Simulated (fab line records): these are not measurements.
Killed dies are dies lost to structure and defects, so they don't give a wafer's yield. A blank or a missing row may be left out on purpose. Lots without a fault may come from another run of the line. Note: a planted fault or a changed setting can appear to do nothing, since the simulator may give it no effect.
Chamber matching / flow nand_harc / pecvd-03 running NHARC_A_STAIRCASE_DEP_259: 3 sister chambers
The step deposits SiON, target thk 30 nm. 30 wafers are shown with their chamber, then 12 later ones without.

## EACH WAFER AND ITS CHAMBER
wafer=L074.3; chamber=0; heater_power_w (W)=626
wafer=L074.4; chamber=2; heater_power_w (W)=808
wafer=L074.5; chamber=0; heater_power_w (W)=628
wafer=L076.1; chamber=1; heater_power_w (W)=863
wafer=L076.4; chamber=0; heater_power_w (W)=696
wafer=L076.5; chamber=1; heater_power_w (W)=832
wafer=L076.2; chamber=0; heater_power_w (W)=718
wafer=L076.3; chamber=2; heater_power_w (W)=793
wafer=L076.6; chamber=2; heater_power_w (W)=778
wafer=L075.1; chamber=0; heater_power_w (W)=647
wafer=L075.3; chamber=2; heater_power_w (W)=739
wafer=L075.6; chamber=0; heater_power_w (W)=663
wafer=L075.2; chamber=1; heater_power_w (W)=816
wafer=L075.4; chamber=2; heater_power_w (W)=738
wafer=L075.5; chamber=1; heater_power_w (W)=830
wafer=L077.1; chamber=1; heater_power_w (W)=813
wafer=L077.4; chamber=1; heater_power_w (W)=840
wafer=L077.5; chamber=0; heater_power_w (W)=728
wafer=L078.1; chamber=2; heater_power_w (W)=790
wafer=L078.3; chamber=0; heater_power_w (W)=675
wafer=L078.4; chamber=1; heater_power_w (W)=794
wafer=L078.2; chamber=1; heater_power_w (W)=792
wafer=L078.5; chamber=2; heater_power_w (W)=781
wafer=L078.6; chamber=0; heater_power_w (W)=694
wafer=L085.1; chamber=0; heater_power_w (W)=662
wafer=L085.2; chamber=1; heater_power_w (W)=768
wafer=L085.3; chamber=2; heater_power_w (W)=788
wafer=L089.3; chamber=2; heater_power_w (W)=765
wafer=L089.5; chamber=2; heater_power_w (W)=764
wafer=L089.6; chamber=1; heater_power_w (W)=848

SIGNATURES (means of the wafers above)
reading=heater_power_w; chamber 0=673.70; chamber 1=819.60; chamber 2=774.40; scatter within a chamber=29.4
Rule: for a wafer and a chamber, the distance is found by dividing, reading by reading, the gap between the wafer's reading and the chamber's mean by the reading's scatter, squaring, summing and taking the root. If the next closest chamber is less than 2 further off than the closest, the wafer can't be placed; otherwise it belongs to the closest. How the scatter is found: for the shown wafers, subtract from each reading the mean of its chamber, square and add these, divide the total by (wafers less chambers), then take the root.

## WAFERS WITHOUT THEIR CHAMBER
wafer=L091.3; heater_power_w (W)=809
wafer=L091.4; heater_power_w (W)=816
wafer=L091.5; heater_power_w (W)=672
wafer=L090.1; heater_power_w (W)=670
wafer=L090.4; heater_power_w (W)=689
wafer=L090.5; heater_power_w (W)=755
wafer=L094.2; heater_power_w (W)=709
wafer=L094.4; heater_power_w (W)=730
wafer=L094.5; heater_power_w (W)=812
wafer=L094.1; heater_power_w (W)=823
wafer=L094.3; heater_power_w (W)=804
wafer=L094.6; heater_power_w (W)=835

## WHICH CHAMBER EACH WENT THROUGH
wafer=L091.3; from the rows above=can't be placed: 1 or 2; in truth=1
wafer=L091.4; from the rows above=can't be placed: 1 or 2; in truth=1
wafer=L091.5; from the rows above=0; in truth=0
wafer=L090.1; from the rows above=0; in truth=0
wafer=L090.4; from the rows above=0; in truth=0
wafer=L090.5; from the rows above=can't be placed: 2 or 1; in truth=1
wafer=L094.2; from the rows above=can't be placed: 0 or 2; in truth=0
wafer=L094.4; from the rows above=can't be placed: 2 or 0 or 1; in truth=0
wafer=L094.5; from the rows above=can't be placed: 1 or 2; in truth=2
wafer=L094.1; from the rows above=can't be placed: 1 or 2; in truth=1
wafer=L094.3; from the rows above=can't be placed: 1 or 2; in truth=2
wafer=L094.6; from the rows above=can't be placed: 1 or 2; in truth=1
Correctly placed: 3 of 12. Unplaceable from these rows: 9, with the true chamber sitting among the candidates in 9. Number placed wrongly: 0.
